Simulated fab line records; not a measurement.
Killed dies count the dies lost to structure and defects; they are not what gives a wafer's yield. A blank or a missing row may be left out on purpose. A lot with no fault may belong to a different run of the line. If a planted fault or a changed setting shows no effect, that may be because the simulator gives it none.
fab line records	flow n5_finfet	part 2 of 2: steps 4 to 6 of 6
[record] lots = 20	wafers = 60	last_day = 18
route steps=1938 shown MOL_CONTACT_COAG@617 BEOL_M0_SAQP@636
lots that met no fault: taken from a fault-free run of the same line
start_h: hours from the record's first day to the start of the lot's first wafer shown	wait_h: hours since the lot's step before	" unchanged from the row above	L1.1+2: a single row standing in for several wafers	- either no value or no given start	* or withheld: withheld	< > ~ a bound
route shown NAME@n: NAME is a module with steps in the file, n the number in the route of the first one	usual: mean/standard deviation taken from wafers without a fault	same: alike in all rows	chamber/n: place in a boat	sites: each site's reading	_std_site: the standard deviation of these	_edge_site: inner sites' mean taken away from outer sites' mean	radius_mm: for every site, how far away it sits from the centre of the wafer	mask NAME#n: copy n	behind: tool/chamber where the wafer was last shaped	hold: why the lot was held/for how many hours/how that ended	device: whichever transistor did not switch (one of n, p or np)	end of line: at the end of the route, the tests of the same wafers	for a step that has no rows: nothing shown but its recipe	killed: dies that structure and defects cost at the first sort, which is not the same as the wafer's yield	map: shows each die of a wafer: x if killed, . if not, _ if none is there
set.NAME: the setting the step ran with; set.NAME@STEP: the setting that earlier step ran with	model.NAME: the simulator's own value behind a step, which no gauge read
a sample of lots followed through the steps of the route, with each step as a table and each wafer as a row
services: from which hour (start_h, from the record's first day; less than 0 if before it) a tool's chamber was out of use, for how many hours, and why
[[steps]]
[step N5_BEOL_M0_SAQP_ETCH_101]
[recipe] chemistry = CH3F/O2	target = SiNx	mask_material = SiO2	target_depth_a = 299	time_s = 42.7	pressure_mtorr = 30	source_w = 395	bias_w = 73	Ar_flow_sccm = 150	CH3F_flow_sccm = 30	O2_flow_sccm = 20	ion_energy_ev = 120
[usual] drypump_motor_current_A = 5.9/0.34	mfc_ar_sccm = 150.0/0.46	oes_f_703_au = 0.78/0.097	oes_product_au = 0.78/0.091	rf_vpp_V = 295/7.5	showerhead_plenum_p_Torr = 1.98/0.08	throttle_valve_pct = 16.35/0.2
lot.wafer	tool	chamber	start_h	wait_h	drypump_motor_current_A	mfc_ar_sccm	oes_f_703_au	oes_product_au	rf_hours_counter_h	rf_vpp_V	showerhead_plenum_p_Torr	throttle_valve_pct
L074.1	rie_diel-04	0	110.40	0.0	5.4	150.0	0.77	0.77	142	295	1.92	16.12
L074.2	"	2	"	"	6.0	149.7	0.66	0.70	226	314	2.09	16.80
L074.3	"	1	"	"	6.2	149.7	0.70	0.74	144	297	2.09	16.23
L075.1	rie_diel-04	2	117.68	0.0	6.1	149.8	0.66	0.70	228	315	2.09	16.81
L075.4	"	2	"	"	6.1	149.7	0.66	0.70	-	315	2.09	16.82
L075.6	"	1	"	"	6.2	149.3	0.70	0.74	-	297	2.09	16.23
L076.3	rie_diel-03	2	122.66	0.3	6.6	149.3	0.71	0.70	235	291	1.98	16.32
L076.4	"	1	"	"	5.6	150.3	0.79	0.75	173	290	1.91	16.59
L076.5	"	1	"	"	5.6	150.2	0.79	0.76	-	293	1.91	16.60
L077.4	rie_diel-03	1	128.94	0.0	5.6	149.2	0.79	0.75	175	293	1.91	16.60
L077.5	"	1	"	"	5.6	150.0	0.79	0.76	-	294	1.91	16.60
L077.6	"	2	"	"	6.5	150.9	0.71	0.69	-	291	1.98	16.32
L078.2	rie_diel-03	0	139.52	0.2	5.8	149.7	0.95	0.92	22	291	2.03	16.37
L078.4	"	2	"	"	6.5	150.1	0.71	0.70	240	290	1.98	16.33
L078.5	"	0	"	"	5.9	150.3	0.95	0.91	-	291	2.03	16.36
L079.1	rie_diel-03	3	142.55	0.0	5.5	149.2	0.70	0.70	225	290	1.91	16.34
L079.2	"	2	"	"	6.5	149.6	0.71	0.69	240	290	1.98	16.34
L079.3	"	0	"	"	5.9	149.7	0.95	0.92	23	290	2.03	16.38
L081.2	rie_diel-04	3	156.48	0.0	5.7	150.3	0.81	0.79	106	293	1.86	16.12
L081.3	"	2	"	"	6.0	150.3	0.66	0.69	241	314	2.08	16.82
L081.5	"	3	"	"	5.6	150.2	0.81	0.79	-	294	1.86	16.13
L082.1	rie_diel-06	3	161.45	0.0	6.0	150.4	0.80	0.79	120	283	1.95	16.51
L082.4	"	1	"	"	6.2	150.0	0.91	0.92	21	294	1.97	16.41
L082.6	"	2	"	"	5.9	150.4	0.66	0.67	-	307	2.04	16.41
L085.1	rie_diel-04	3	178.31	0.0	5.7	150.0	0.80	0.80	113	293	1.86	16.12
L085.2	"	2	"	"	6.1	150.0	0.66	0.70	247	315	2.08	16.84
L085.3	"	0	"	"	5.4	150.2	0.75	0.75	165	295	1.91	16.15
L086.3	rie_diel-03	1	187.81	0.0	5.6	149.5	0.78	0.74	192	290	1.90	16.64
L086.4	"	3	"	"	5.5	150.4	0.70	0.69	-	290	1.91	16.37
L086.6	"	0	"	"	5.8	150.6	0.93	0.87	-	289	2.03	16.40
L087.2	rie_diel-06	1	193.40	0.0	6.2	149.5	0.90	0.89	30	293	1.97	16.45
L087.3	"	0	"	"	5.5	149.5	0.71	0.69	233	292	1.90	16.55
L087.4	"	2	"	"	5.9	150.2	0.65	0.67	245	306	2.04	16.41
L088.3	rie_diel-04	3	199.62	0.0	5.6	150.1	0.79	0.77	121	293	1.86	16.15
L088.4	"	1	"	"	6.2	150.1	0.69	0.72	-	296	2.08	16.27
L088.5	"	3	"	"	5.6	149.7	0.79	0.78	-	293	1.86	16.13
L089.2	rie_diel-04	0	203.16	0.3	5.4	149.5	0.75	0.75	174	295	1.90	16.16
L089.4	"	1	"	"	6.2	149.6	0.68	0.72	-	296	2.08	16.28
L089.5	"	3	"	"	5.6	151.0	0.80	0.78	-	292	1.86	16.15
L090.1	rie_diel-04	2	211.02	0.2	6.0	150.5	0.93	0.99	0	315	2.08	16.36
L090.2	"	1	"	"	6.2	149.9	0.67	0.72	179	296	2.08	16.29
L090.3	"	3	"	"	5.6	150.2	0.79	0.78	125	293	1.86	16.15
L091.1	rie_diel-04	1	219.51	0.4	6.2	149.6	0.67	0.72	183	296	2.08	16.28
L091.5	"	0	"	"	5.4	150.3	0.75	0.74	-	295	1.90	16.16
L091.6	"	1	"	"	6.1	149.1	0.68	0.71	-	296	2.08	16.30
L092.1	rie_diel-04	2	223.26	0.0	6.0	150.0	0.90	0.97	4	314	2.08	16.36
L092.3	"	0	"	"	5.4	150.7	0.74	0.74	179	292	1.90	16.18
L092.4	"	1	"	"	6.2	150.6	0.67	0.71	183	296	2.08	16.29
L093.2	rie_diel-03	2	229.80	0.0	6.5	150.0	0.96	0.96	9	288	1.97	15.91
L093.4	"	0	"	"	5.8	149.5	0.90	0.85	52	291	2.02	16.42
L093.6	"	0	"	"	5.8	150.6	0.90	0.86	-	290	2.02	16.40
L094.2	rie_diel-03	0	232.42	0.2	5.9	150.6	0.90	0.86	53	289	2.02	16.43
L094.3	"	3	"	"	5.5	150.3	0.69	0.68	250	291	1.90	16.38
L094.5	"	1	"	"	5.6	149.9	0.76	0.72	-	291	1.90	16.66
L095.1	rie_diel-03	0	233.91	0.2	5.9	149.5	0.90	0.85	53	289	2.02	16.42
L095.4	"	0	"	"	5.8	149.7	0.90	0.86	-	290	2.02	16.43
L095.6	"	2	"	"	6.5	149.7	0.96	0.95	-	292	1.97	15.91
L097.2	rie_diel-04	2	255.51	0.0	6.1	150.2	0.87	0.92	16	314	2.07	16.40
L097.5	"	1	"	"	6.2	150.5	0.67	0.70	-	297	2.07	16.31
L097.6	"	2	"	"	6.0	149.9	0.86	0.92	-	313	2.07	16.40
[step N5_BEOL_M0_SAQP_CD_MEAS_40]
[recipe] target_cd_nm = 30	landing_energy_ev = 500	detector = se_inlens
[usual] cd_nm = 30.05/0.25
lot.wafer	tool	chamber	start_h	wait_h	cd_nm
L074.1	cd_sem-03	0	112.66	-	29.82
L074.2	"	0	"	"	30.51
L074.3	"	0	"	"	30.27
L075.1	cd_sem-03	0	119.72	-	29.86
L075.4	"	0	"	"	29.93
L075.6	"	0	"	"	30.02
L076.3	cd_sem-02	0	125.87	-	30.17
L076.4	"	0	"	"	30.25
L076.5	"	0	"	"	30.46
L077.4	cd_sem-01	0	131.10	-	30.02
L077.5	"	0	"	"	29.68
L077.6	"	0	"	"	30.14
L078.2	cd_sem-03	0	141.61	-	30.09
L078.4	"	0	"	"	30.31
L078.5	"	0	"	"	30.28
L079.1	cd_sem-03	0	144.70	-	29.78
L079.2	"	0	"	"	30.33
L079.3	"	0	"	"	29.70
L081.2	cd_sem-03	0	159.54	-	29.86
L081.3	"	0	"	"	29.90
L081.5	"	0	"	"	29.55
L082.1	cd_sem-01	0	163.71	-	29.81
L082.4	"	0	"	"	29.95
L082.6	"	0	"	"	29.91
L085.1	cd_sem-02	0	180.57	-	29.52
L085.2	"	0	"	"	30.21
L085.3	"	0	"	"	29.98
L086.3	cd_sem-02	0	191.42	-	30.36
L086.4	"	0	"	"	30.34
L086.6	"	0	"	"	30.23
L087.2	cd_sem-02	0	196.43	-	30.01
L087.3	"	0	"	"	30.16
L087.4	"	0	"	"	30.08
L088.3	cd_sem-01	0	201.95	-	30.19
L088.4	"	0	"	"	29.94
L088.5	"	0	"	"	30.50
L089.2	cd_sem-02	0	205.81	-	30.05
L089.4	"	0	"	"	29.99
L089.5	"	0	"	"	30.29
L090.1	cd_sem-02	0	213.33	-	30.45
L090.2	"	0	"	"	30.04
L090.3	"	0	"	"	30.16
L091.1	cd_sem-01	0	221.63	-	30.35
L091.5	"	0	"	"	30.26
L091.6	"	0	"	"	30.47
L092.1	cd_sem-03	0	225.29	-	30.10
L092.3	"	0	"	"	29.71
L092.4	"	0	"	"	30.61
L093.2	cd_sem-02	0	233.13	-	30.26
L093.4	"	0	"	"	30.34
L093.6	"	0	"	"	29.75
L094.2	cd_sem-03	0	235.54	-	29.90
L094.3	"	0	"	"	30.20
L094.5	"	0	"	"	29.83
L095.1	cd_sem-02	0	236.63	-	29.78
L095.4	"	0	"	"	30.11
L095.6	"	0	"	"	30.08
L097.2	cd_sem-02	0	257.57	-	29.80
L097.5	"	0	"	"	30.07
L097.6	"	0	"	"	30.34
[step N5_BEOL_M0_SAQP_ETCH_49]
[recipe] chemistry = CF4/O2	target_depth_a = 370	target = SiO2	pressure_mtorr = 40	source_w = 535	bias_w = 49	Ar_flow_sccm = 100	cf4_flow_sccm = 100	O2_flow_sccm = 10	ion_energy_ev = 100
[usual] drypump_motor_current_A = 5.9/0.34	mfc_ar_sccm = 100.00/0.29	oes_f_703_au = 0.78/0.091	oes_product_au = 0.78/0.086	rf_vpp_V = 238/6.7	showerhead_plenum_p_Torr = 2.17/0.08	throttle_valve_pct = 15.83/0.2
lot.wafer	tool	chamber	start_h	wait_h	drypump_motor_current_A	mfc_ar_sccm	oes_f_703_au	oes_product_au	rf_hours_counter_h	rf_vpp_V	showerhead_plenum_p_Torr	throttle_valve_pct
L074.1	rie_diel-06	1	114.13	0.3	6.2	100.15	0.96	0.95	7	238	2.17	15.80
L074.2	"	0	"	"	5.5	99.89	0.72	0.70	211	236	2.11	15.99
L074.3	"	3	"	"	6.0	100.27	0.81	0.80	106	230	2.15	15.95
L075.1	rie_diel-06	1	120.82	0.3	6.2	100.00	0.95	0.94	9	237	2.17	15.81
L075.4	"	3	"	"	6.0	99.49	0.80	0.79	108	229	2.15	15.93
L075.6	"	3	"	"	6.0	99.95	0.81	0.79	-	231	2.15	15.93
L076.3	rie_diel-04	1	128.00	0.3	6.2	100.15	0.70	0.76	151	241	2.29	15.69
L076.4	"	2	"	"	6.1	99.93	0.65	0.71	233	256	2.27	16.14
L076.5	"	1	"	"	6.2	100.20	0.71	0.76	-	241	2.29	15.70
L077.4	rie_diel-04	1	132.03	0.3	6.2	100.46	0.71	0.76	153	242	2.29	15.71
L077.5	"	0	"	"	5.4	100.39	0.77	0.76	-	239	2.12	15.66
L077.6	"	3	"	"	5.7	100.19	0.82	0.80	-	235	2.06	15.54
L078.2	rie_diel-03	2	142.81	0.3	6.5	99.93	0.71	0.69	240	235	2.18	15.83
L078.4	"	3	"	"	5.5	99.80	0.70	0.70	225	235	2.10	15.76
L078.5	"	2	"	"	6.5	99.91	0.70	0.69	-	235	2.18	15.85
L079.1	rie_diel-03	3	145.78	0.3	5.5	100.33	0.70	0.70	226	233	2.10	15.77
L079.2	"	0	"	"	5.9	100.37	0.94	0.90	24	236	2.26	15.93
L079.3	"	2	"	"	6.6	100.12	0.71	0.69	242	233	2.18	15.83
L081.2	rie_diel-03	0	160.62	0.3	5.8	99.98	0.93	0.89	27	234	2.26	15.94
L081.3	"	2	"	"	6.5	100.01	0.71	0.68	246	234	2.18	15.84
L081.5	"	2	"	"	6.5	99.76	0.70	0.68	-	234	2.18	15.85
L082.1	rie_diel-03	0	165.03	0.3	5.8	100.28	0.92	0.89	29	233	2.25	15.94
L082.4	"	1	"	"	5.6	99.64	0.78	0.73	186	236	2.11	16.13
L082.6	"	0	"	"	5.8	100.13	0.93	0.88	-	234	2.25	15.93
L085.1	rie_diel-06	3	181.68	0.3	6.0	100.36	0.78	0.77	126	229	2.15	15.97
L085.2	"	0	"	"	5.4	99.67	0.71	0.68	230	237	2.10	16.05
L085.3	"	1	"	"	6.2	99.61	0.90	0.90	27	238	2.16	15.84
L086.3	rie_diel-03	3	192.65	0.3	5.5	100.11	0.69	0.70	240	233	2.09	15.78
L086.4	"	0	"	"	5.9	100.04	0.92	0.87	-	234	2.25	15.95
L086.6	"	3	"	"	5.5	100.14	0.69	0.69	-	233	2.09	15.79
L087.2	rie_diel-04	0	197.77	0.3	5.4	100.22	0.75	0.75	173	239	2.11	15.67
L087.3	"	1	"	"	6.1	100.12	0.69	0.74	175	240	2.29	15.74
L087.4	"	1	"	"	6.2	99.86	0.69	0.74	-	241	2.29	15.74
L088.3	rie_diel-03	0	203.06	0.4	5.8	100.00	0.90	0.87	41	236	2.25	15.95
L088.4	"	1	"	"	5.6	100.49	0.77	0.72	-	236	2.11	16.15
L088.5	"	3	"	"	5.5	100.38	0.69	0.69	-	234	2.09	15.79
L089.2	rie_diel-04	1	206.82	0.3	6.2	99.87	0.69	0.74	178	242	2.29	15.75
L089.4	"	0	"	"	5.4	100.05	0.74	0.74	-	239	2.11	15.69
L089.5	"	1	"	"	6.2	99.20	0.68	0.74	-	241	2.29	15.75
L090.1	rie_diel-04	2	214.40	0.3	6.0	100.47	0.91	0.99	2	256	2.26	15.70
L090.2	"	3	"	"	5.6	99.82	0.79	0.77	127	236	2.05	15.60
L090.3	"	1	"	"	6.2	99.89	0.69	0.73	181	241	2.28	15.76
L091.1	rie_diel-03	1	222.57	0.3	5.6	99.88	0.76	0.72	201	238	2.11	16.14
L091.5	"	2	"	"	6.6	100.03	0.97	0.97	-	235	2.18	15.39
L091.6	"	1	"	"	5.6	100.23	0.76	0.72	-	236	2.11	16.16
L092.1	rie_diel-04	3	226.57	0.3	5.6	99.88	0.79	0.77	132	237	2.05	15.60
L092.3	"	2	"	"	6.0	99.71	0.88	0.96	5	255	2.26	15.70
L092.4	"	0	"	"	5.4	100.30	0.74	0.74	180	238	2.11	15.70
L093.2	rie_diel-03	0	234.22	0.3	5.9	99.96	0.88	0.84	53	236	2.25	15.99
L093.4	"	1	"	"	5.6	100.25	0.76	0.72	-	235	2.11	16.17
L093.6	"	2	"	"	6.5	100.33	0.96	0.95	-	234	2.18	15.39
L094.2	rie_diel-03	0	237.12	0.3	5.8	99.25	0.88	0.84	55	236	2.25	15.99
L094.3	"	1	"	"	5.7	100.08	0.76	0.72	207	237	2.11	16.19
L094.5	"	1	"	"	5.6	100.16	0.76	0.72	-	235	2.11	16.17
L095.1	rie_diel-04	1	237.75	0.4	6.2	100.19	0.67	0.73	188	242	2.28	15.77
L095.4	"	0	"	"	5.4	100.18	0.73	0.73	184	239	2.10	15.73
L095.6	"	3	"	"	5.6	99.78	0.78	0.77	-	235	2.05	15.59
L097.2	rie_diel-06	3	258.74	0.3	6.0	99.78	0.76	0.74	153	227	2.14	16.01
L097.5	"	3	"	"	6.0	99.68	0.76	0.73	-	229	2.14	16.01
L097.6	"	1	"	"	6.2	99.92	0.87	0.84	-	237	2.15	15.88
[[services]]
tool	chamber	start_h	hours	kind
rie_diel-04	2	90.08	1.8	repair
rie_diel-03	3	92.22	7.2	repair
rie_diel-05	-	112.03	4.3	pm
rie_diel-02	2	136.70	8.8	repair
rie_diel-04	-	136.74	2.8	pm
pecvd-04	-	139.50	0.5	repair
pecvd-02	-	140.79	14.6	pm
rie_diel-02	-	154.74	14.6	pm
rie_diel-04	2	157.46	2.1	repair
rie_diel-05	2	159.38	5.2	repair
pecvd-02	2	166.02	23.7	repair
rie_diel-02	1	170.92	3.2	repair
rie_diel-06	2	178.37	10.6	repair
pecvd-04	-	182.39	1.5	repair
pecvd-04	1	188.20	4.6	repair
rie_diel-04	2	189.35	-	clean
rie_diel-04	2	189.35	-	consumable_replace:focus_ring
rie_diel-04	2	189.35	21.2	scheduled_down
rie_diel-04	2	189.35	21.2	vent_cycle
rie_diel-02	-	201.05	2.8	pm
rie_diel-06	-	201.59	2.8	pm
rie_diel-04	0	209.83	5.8	repair
pecvd-02	-	239.60	1.0	repair
rie_diel-04	0	250.43	17.9	repair
